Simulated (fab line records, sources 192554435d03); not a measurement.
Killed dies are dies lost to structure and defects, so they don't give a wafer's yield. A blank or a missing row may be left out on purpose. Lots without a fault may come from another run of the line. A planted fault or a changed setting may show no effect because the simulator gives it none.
Split-lot experiment | flow n5_finfet | 7 lots, 21 wafers read, on a route of 1938 steps

THE SPLIT
At N5_BEOL_M12_EXPOSE_07 (exposes mask V11), the setting dose_mj was moved away from the recipe's 32.5 on 6 of the 21 wafers read, by -6.6% to +5.7%. The other wafers ran this setting at the recipe's value.

FROM THE SPLIT TO THE READING: what the file shows between them, 6 steps
- N5_BEOL_M12_PEB_08: peb time 90 s
- N5_BEOL_M12_DEVELOP_09: develop time 45 s
- N5_BEOL_M12_HARDBAKE_14: time 120 s
- N5_BEOL_M12_CD_MEAS_10: target cd 140 nm
- N5_BEOL_M12_STRIP_71: strips in post etch residue remover, time 60 s
- N5_BEOL_M12_SRD_72: time 30 s, dry time 30 s

THE READING
cd_nm, in nm, at N5_BEOL_M12_CD_MEAS_17 (target cd 140 nm). Fault-free wafers of this fab line usually give 141.5 nm, standard deviation 3 nm.

wafer  | tool, chamber at the split | dose_mj as run | against the recipe | cd_nm, nm | against lot-mates on the recipe
L074.1 | krf_scanner-01, 0          | 31.62          | -2.7%              | 134.7     | -4.6
L074.3 | krf_scanner-01, 0          | 31.62          | -2.7%              | 137.5     | -1.8
L074.5 | krf_scanner-01, 0          | 32.5           | recipe             | 139.3     | -
L079.1 | krf_scanner-02, 0          | 32.5           | recipe             | 144.4     | -
L079.4 | krf_scanner-02, 0          | 32.5           | recipe             | 144.4     | -
L079.5 | krf_scanner-02, 0          | 32.5           | recipe             | 143.5     | -
L078.3 | krf_scanner-02, 0          | 32.5           | recipe             | 137.4     | -
L078.4 | krf_scanner-02, 0          | 30.79          | -5.3%              | 133.8     | -5.8
L078.5 | krf_scanner-02, 0          | 32.5           | recipe             | 141.7     | -
L086.3 | krf_scanner-01, 0          | 32.5           | recipe             | 143.6     | -
L086.4 | krf_scanner-01, 0          | 32.5           | recipe             | 140.0     | -
L086.6 | krf_scanner-01, 0          | 32.5           | recipe             | 141.2     | -
L090.1 | krf_scanner-01, 0          | 32.5           | recipe             | 142.3     | -
L090.5 | krf_scanner-01, 0          | 32.5           | recipe             | 146.6     | -
L090.6 | krf_scanner-01, 0          | 30.34          | -6.6%              | 136.2     | -8.2
L091.1 | krf_scanner-01, 0          | 32.5           | recipe             | 142.2     | -
L091.3 | krf_scanner-01, 0          | 34.36          | +5.7%              | 145.9     | +3.6
L091.5 | krf_scanner-01, 0          | 32.5           | recipe             | 142.4     | -
L094.1 | krf_scanner-02, 0          | 32.5           | recipe             | 137.7     | -
L094.3 | krf_scanner-02, 0          | 32.5           | recipe             | 138.1     | -
L094.6 | krf_scanner-02, 0          | 30.54          | -6.0%              | 126.2     | -11.7

THE FIT
A straight line over all 21 wafers: cd_nm changes by +1.39 nm for each +1% of dose_mj; r = +0.77; the points scatter about the line by 3.1 nm.
The same after taking each lot's own level away (the mean of its wafers on the recipe; 21 wafers): +1.2 nm for each +1%; r = +0.88; scatter 1.8 nm.
On that fit, the largest move of dose_mj shifts the reading by 8 nm.
The lots' own levels span 137.90 to 144.45 nm, that is 2.2 times the standard deviation above.
So the lot-to-lot level blurs the effect unless lot-mates are compared.
Check: with one of the wafers moved furthest among these (-6.6%) left out of the fit, the line predicts -8.39 nm for it against its lot-mates. It came out at -8.25 nm against them.

OTHER SPLITS ON THESE WAFERS
These wafers also went through other splits before the reading. Each is held against what the fit with the lots' levels taken away leaves over:
other split on the same wafers | wafers away from the commonest value | r with cd_nm (lot level and that fit taken away)
N5_BEOL_M4_DEP_57 time_s       | 6                                    | +0.07
N5_BEOL_M5_ETCH_68 time_s      | 8                                    | -0.01
N5_BEOL_M7_ETCH_61 source_w    | 4                                    | -0.12
N5_BEOL_M9_ETCH_62 time_s      | 6                                    | +0.15
N5_BEOL_M9_COAT_75 spin_rpm    | 7                                    | -0.14
N5_BEOL_M11_EXPOSE_08 dose_mj  | 6                                    | -0.10
N5_BEOL_M11_DESCUM_16 time_s   | 7                                    | +0.03

THE WHOLE CHAIN: every reading that the file lists as answering this split, in the file's order
step                   | what it does     | reading | change (the file's fit)              | r (the file's)
N5_BEOL_M12_CD_MEAS_10 | target cd 140 nm | cd_nm   | +1.26 nm for each +1% of the setting | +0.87
N5_BEOL_M12_CD_MEAS_17 | target cd 140 nm | cd_nm   | +1.24 nm for each +1% of the setting | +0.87

THE FILE'S OWN FIT
cd_nm changes by +1.24 nm for each +1% of dose_mj, r = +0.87.
